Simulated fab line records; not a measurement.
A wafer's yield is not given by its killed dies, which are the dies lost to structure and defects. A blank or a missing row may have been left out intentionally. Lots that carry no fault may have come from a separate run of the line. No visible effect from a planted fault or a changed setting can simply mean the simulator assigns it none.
Chamber matching / flow n5Finfet / uvCure-01 running N5_BEOL_M8_CURE_75: 3 sister chambers
The step cures SiCOH lowk, time 120 s. 6 wafers are shown with their chamber, then 12 later ones without.

## WAFERS WITH THEIR CHAMBER
wafer=L084.3; chamber=2; wafer_temp_C_max=371.3; lampPowerPct (%)=52.28
wafer=L084.6; chamber=2; wafer_temp_C_max=371.5; lampPowerPct (%)=52.26
wafer=L085.3; chamber=1; wafer_temp_C_max=370.8; lampPowerPct (%)=52.33
wafer=L085.6; chamber=1; wafer_temp_C_max=371.1; lampPowerPct (%)=52.28
wafer=L090.4; chamber=0; wafer_temp_C_max=373.6; lampPowerPct (%)=52.38
wafer=L090.6; chamber=0; wafer_temp_C_max=372.4; lampPowerPct (%)=52.32

## WAFERS WITHOUT THEIR CHAMBER
wafer=L087.1; wafer_temp_C_max=371.5; lampPowerPct (%)=52.45
wafer=L087.4; wafer_temp_C_max=371.6; lampPowerPct (%)=52.35
wafer=L087.5; wafer_temp_C_max=372.1; lampPowerPct (%)=52.27
wafer=L088.1; wafer_temp_C_max=372.6; lampPowerPct (%)=52.32
wafer=L088.3; wafer_temp_C_max=373.6; lampPowerPct (%)=52.28
wafer=L088.6; wafer_temp_C_max=373.4; lampPowerPct (%)=52.40
wafer=L089.1; wafer_temp_C_max=371.9; lampPowerPct (%)=52.34
wafer=L089.3; wafer_temp_C_max=372.5; lampPowerPct (%)=52.37
wafer=L089.5; wafer_temp_C_max=372.9; lampPowerPct (%)=52.29
wafer=L097.4; wafer_temp_C_max=371.6; lampPowerPct (%)=52.32
wafer=L097.5; wafer_temp_C_max=371.5; lampPowerPct (%)=52.26
wafer=L097.6; wafer_temp_C_max=371.4; lampPowerPct (%)=52.31

## EACH ONE'S CHAMBER
wafer=L087.1; from the rows above=can't be placed: 0 or 1 or 2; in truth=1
wafer=L087.4; from the rows above=can't be placed: 1 or 2 or 0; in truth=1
wafer=L087.5; from the rows above=can't be placed: 2 or 1 or 0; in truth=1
wafer=L088.1; from the rows above=can't be placed: 0 or 2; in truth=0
wafer=L088.3; from the rows above=can't be placed: 0 or 2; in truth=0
wafer=L088.6; from the rows above=0; in truth=0
wafer=L089.1; from the rows above=can't be placed: 1 or 0 or 2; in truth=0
wafer=L089.3; from the rows above=0; in truth=0
wafer=L089.5; from the rows above=can't be placed: 0 or 2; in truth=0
wafer=L097.4; from the rows above=can't be placed: 1 or 2 or 0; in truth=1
wafer=L097.5; from the rows above=can't be placed: 2 or 1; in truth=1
wafer=L097.6; from the rows above=can't be placed: 1 or 2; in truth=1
Placed correctly: 2 of 12. Can't be placed from these rows: 10 (the true chamber is among the candidates in 10). Wrongly placed: 0.
How it was worked out, from the rows above alone: a wafer's distance from a chamber is the root of the sum, over the readings, of the square of ((its reading less the chamber's mean) divided by the reading's scatter). The wafer belongs to the nearest chamber; if the next one is less than 2 further off, it can't be placed. A chamber's mean is the mean of its shown wafers. The scatter: the root of (the sum of the squares of (reading less its chamber's mean) over the shown wafers, divided by (wafers less chambers)).
